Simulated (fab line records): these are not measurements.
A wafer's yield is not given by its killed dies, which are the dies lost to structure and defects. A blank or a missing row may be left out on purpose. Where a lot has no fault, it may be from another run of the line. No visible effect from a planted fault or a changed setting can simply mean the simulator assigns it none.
Split-lot study :: flow n5Finfet :: on a route of 1938 steps: 7 lots, 21 wafers read

THE SPLIT ITSELF
At N5_PMOS_HMC_CHANNEL_EPI_PEB_07 (peb time 60 s), the setting pebTimeS was moved away from the recipe's 60 s on 6 of the 21 wafers read, by -21.9% to +18.6%. All remaining wafers had this setting at the recipe value.

BETWEEN THE SPLIT AND THE READING: the file shows 1 step in between
- N5_PMOS_HMC_CHANNEL_EPI_DEVELOP_08: develop time 30 s (also split here: developTimeS)

THE READING
At N5_PMOS_HMC_CHANNEL_EPI_CD_MEAS_09: cdNm in nanometres, against a target cd of 237.4 nm. A value of 236.7 nm with a standard deviation of 1.2 nm is what fault-free wafers of this fab line usually give.

wafer: L077.2
tool, chamber at the split: lithoTrack-01, 0
pebTimeS as run, s: 71.19
against the recipe: +18.6%
cdNm, nm: 243.0
against lot-mates on the recipe: +6.4

wafer: L077.5
tool, chamber at the split: lithoTrack-01, 0
pebTimeS as run, s: 71.19
against the recipe: +18.6%
cdNm, nm: 242.1
against lot-mates on the recipe: +5.5

wafer: L077.6
tool, chamber at the split: lithoTrack-01, 0
pebTimeS as run, s: 60
against the recipe: recipe
cdNm, nm: 236.6
against lot-mates on the recipe: -

wafer: L080.2
tool, chamber at the split: lithoTrack-04, 0
pebTimeS as run, s: 60
against the recipe: recipe
cdNm, nm: 238.3
against lot-mates on the recipe: -

wafer: L080.3
tool, chamber at the split: lithoTrack-04, 0
pebTimeS as run, s: 60
against the recipe: recipe
cdNm, nm: 237.6
against lot-mates on the recipe: -

wafer: L080.5
tool, chamber at the split: lithoTrack-04, 0
pebTimeS as run, s: 60
against the recipe: recipe
cdNm, nm: 236.9
against lot-mates on the recipe: -

wafer: L085.2
tool, chamber at the split: lithoTrack-04, 0
pebTimeS as run, s: 60
against the recipe: recipe
cdNm, nm: 237.6
against lot-mates on the recipe: -

wafer: L085.3
tool, chamber at the split: lithoTrack-04, 0
pebTimeS as run, s: 60
against the recipe: recipe
cdNm, nm: 236.8
against lot-mates on the recipe: -

wafer: L085.5
tool, chamber at the split: lithoTrack-04, 0
pebTimeS as run, s: 60
against the recipe: recipe
cdNm, nm: 238.2
against lot-mates on the recipe: -

wafer: L090.2
tool, chamber at the split: lithoTrack-01, 0
pebTimeS as run, s: 65.54
against the recipe: +9.2%
cdNm, nm: 239.1
against lot-mates on the recipe: +1.5

wafer: L090.4
tool, chamber at the split: lithoTrack-01, 0
pebTimeS as run, s: 65.54
against the recipe: +9.2%
cdNm, nm: 240.3
against lot-mates on the recipe: +2.7

wafer: L090.6
tool, chamber at the split: lithoTrack-01, 0
pebTimeS as run, s: 60
against the recipe: recipe
cdNm, nm: 237.6
against lot-mates on the recipe: -

wafer: L093.1
tool, chamber at the split: lithoTrack-05, 0
pebTimeS as run, s: 46.85
against the recipe: -21.9%
cdNm, nm: 224.7
against lot-mates on the recipe: -12.0

wafer: L093.5
tool, chamber at the split: lithoTrack-05, 0
pebTimeS as run, s: 60
against the recipe: recipe
cdNm, nm: 236.0
against lot-mates on the recipe: -

wafer: L093.6
tool, chamber at the split: lithoTrack-05, 0
pebTimeS as run, s: 60
against the recipe: recipe
cdNm, nm: 237.3
against lot-mates on the recipe: -

wafer: L096.3
tool, chamber at the split: lithoTrack-05, 0
pebTimeS as run, s: 60
against the recipe: recipe
cdNm, nm: 233.1
against lot-mates on the recipe: -

wafer: L096.4
tool, chamber at the split: lithoTrack-05, 0
pebTimeS as run, s: 60
against the recipe: recipe
cdNm, nm: 236.1
against lot-mates on the recipe: -

wafer: L096.6
tool, chamber at the split: lithoTrack-05, 0
pebTimeS as run, s: 60
against the recipe: recipe
cdNm, nm: 236.6
against lot-mates on the recipe: -

wafer: L097.3
tool, chamber at the split: lithoTrack-04, 0
pebTimeS as run, s: 60
against the recipe: recipe
cdNm, nm: 237.9
against lot-mates on the recipe: -

wafer: L097.5
tool, chamber at the split: lithoTrack-04, 0
pebTimeS as run, s: 60
against the recipe: recipe
cdNm, nm: 236.0
against lot-mates on the recipe: -

wafer: L097.6
tool, chamber at the split: lithoTrack-04, 0
pebTimeS as run, s: 47.12
against the recipe: -21.5%
cdNm, nm: 224.9
against lot-mates on the recipe: -12.0

THE FIT
A straight line over all 21 wafers: cdNm changes by +0.44 nm for each +1% of pebTimeS; r = +0.94; the points scatter about the line by 1.5 nm.
The same after taking each lot's own level away (the mean of its wafers on the recipe; 21 wafers): +0.437 nm for each +1%; r = +0.95; scatter 1.3 nm.
The reading moves by 9.6 nm for the largest change in pebTimeS, on that fit.
The span of the lots' own levels, 235.27 to 237.60 nm, comes to 1.9 times the standard deviation stated above.
Consequently the slope shifts little with the lot-to-lot level, the two slopes agreeing.
Check: -9.35 nm against its lot-mates is what the line predicts for one of the wafers moved furthest among these (-21.9%) when that wafer is left out of the fit. Against them it came out at -12 nm.

THE OTHER SPLITS THESE WAFERS WENT THROUGH
Other splits were also applied to these wafers ahead of the reading. Each is held against what the fit with the lots' levels taken away leaves over:
other split on the same wafers: N5_WELL_APT_COAT_02 spinRpm
wafers away from the commonest value: 5
r with cdNm (lot level and that fit taken away): -0.13

other split on the same wafers: N5_PMOS_HMC_CHANNEL_EPI_DEVELOP_08 developTimeS
wafers away from the commonest value: 10
r with cdNm (lot level and that fit taken away): +0.11

THE WHOLE CHAIN: every reading that the file lists as answering this split, in the file's order
step: N5_PMOS_HMC_CHANNEL_EPI_CD_MEAS_09
what it does: target cd 237.4 nm
reading: cdNm
change (the file's fit): +0.474 nm for each +1% of the setting
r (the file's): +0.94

step: N5_PMOS_HMC_CHANNEL_EPI_DESCUM_14
what it does: chemistry O2, time 7.9 s
reading: PMOS_HMC_CHANNEL_EPI.cdNm (the simulator's own value, which no gauge read)
change (the file's fit): +0.474 nm for each +1% of the setting
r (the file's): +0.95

step: N5_PMOS_HMC_CHANNEL_EPI_ETCH_32
what it does: etches BARC in N2/H2, stops on SiO2, target depth 85.8 nm, time 50.3 s
reading: PMOS_HMC_CHANNEL_EPI.cdNm (the simulator's own value, which no gauge read)
change (the file's fit): +0.458 nm for each +1% of the setting
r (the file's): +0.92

THE FILE'S OWN FIT
cdNm changes by +0.474 nm for each +1% of pebTimeS, r = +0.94.
